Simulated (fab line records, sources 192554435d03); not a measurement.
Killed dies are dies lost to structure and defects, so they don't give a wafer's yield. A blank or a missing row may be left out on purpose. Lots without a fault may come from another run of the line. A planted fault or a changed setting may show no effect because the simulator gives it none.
Split-lot experiment | flow n5_finfet | 7 lots, 21 wafers read, on a route of 1938 steps

THE SPLIT
At N5_WELL_APT_PEB_23 (peb time 90 s), the setting peb_time_s was moved away from the recipe's 90 s on 8 of the 21 wafers read, by -21.4% to +19.3%. The other wafers ran this setting at the recipe's value.

FROM THE SPLIT TO THE READING: what the file shows between them, 2 steps
- N5_WELL_APT_DEVELOP_24: develop time 45 s
- N5_WELL_APT_HARDBAKE_29: time 120 s

THE READING
cd_nm, in nm, at N5_WELL_APT_CD_MEAS_25 (target cd 200 nm). Fault-free wafers of this fab line usually give 200.8 nm, standard deviation 2.2 nm.

wafer  | tool, chamber at the split | peb_time_s as run, s | against the recipe | cd_nm, nm | against lot-mates on the recipe
L075.1 | litho_track-02, 0          | 78.92                | -12.3%             | 198.2     | -5.0
L075.3 | litho_track-02, 0          | 78.92                | -12.3%             | 196.5     | -6.7
L075.5 | litho_track-02, 0          | 90                   | recipe             | 203.2     | -
L078.3 | litho_track-02, 0          | 90                   | recipe             | 202.2     | -
L078.4 | litho_track-02, 0          | 90                   | recipe             | 200.4     | -
L078.6 | litho_track-02, 0          | 107.4                | +19.3%             | 208.9     | +7.6
L082.1 | litho_track-01, 0          | 90                   | recipe             | 195.4     | -
L082.3 | litho_track-01, 0          | 79.66                | -11.5%             | 189.2     | -6.2
L082.5 | litho_track-01, 0          | 79.66                | -11.5%             | 192.2     | -3.2
L083.4 | litho_track-02, 0          | 90                   | recipe             | 201.2     | -
L083.5 | litho_track-02, 0          | 90                   | recipe             | 201.6     | -
L083.6 | litho_track-02, 0          | 90                   | recipe             | 201.8     | -
L084.1 | litho_track-05, 0          | 95.46                | +6.1%              | 202.5     | -0.4
L084.4 | litho_track-05, 0          | 95.46                | +6.1%              | 205.4     | +2.5
L084.5 | litho_track-05, 0          | 90                   | recipe             | 202.9     | -
L087.1 | litho_track-02, 0          | 90                   | recipe             | 205.7     | -
L087.2 | litho_track-02, 0          | 70.7                 | -21.4%             | 191.2     | -12.7
L087.4 | litho_track-02, 0          | 90                   | recipe             | 202.1     | -
L093.1 | litho_track-02, 0          | 90                   | recipe             | 199.9     | -
L093.4 | litho_track-02, 0          | 90                   | recipe             | 202.3     | -
L093.5 | litho_track-02, 0          | 90                   | recipe             | 202.1     | -

THE FIT
A straight line over all 21 wafers: cd_nm changes by +0.495 nm for each +1% of peb_time_s; r = +0.85; the points scatter about the line by 2.7 nm.
The same after taking each lot's own level away (the mean of its wafers on the recipe; 21 wafers): +0.455 nm for each +1%; r = +0.94; scatter 1.4 nm.
On that fit, the largest move of peb_time_s shifts the reading by 9.8 nm.
The lots' own levels span 195.40 to 203.90 nm, that is 3.9 times the standard deviation above.
So the lot-to-lot level changes the slope little: the two slopes agree.
Check: with one of the wafers moved furthest among these (-21.4%) left out of the fit, the line predicts -8.86 nm for it against its lot-mates. It came out at -12.7 nm against them.

OTHER SPLITS ON THESE WAFERS
These wafers also went through other splits before the reading. Each is held against what the fit with the lots' levels taken away leaves over:
other split on the same wafers | wafers away from the commonest value | r with cd_nm (lot level and that fit taken away)
N5_WELL_APT_COAT_19 spin_rpm   | 8                                    | +0.24

THE WHOLE CHAIN: every reading that the file lists as answering this split, in the file's order
step                   | what it does             | reading                                                         | change (the file's fit)               | r (the file's)
N5_WELL_APT_CD_MEAS_25 | target cd 200 nm         | cd_nm                                                           | +0.479 nm for each +1% of the setting | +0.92
N5_WELL_APT_DESCUM_30  | chemistry O2, time 7.9 s | WELL_APT.cd_nm (the simulator's own value, which no gauge read) | +0.478 nm for each +1% of the setting | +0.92

THE FILE'S OWN FIT
cd_nm changes by +0.479 nm for each +1% of peb_time_s, r = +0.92.
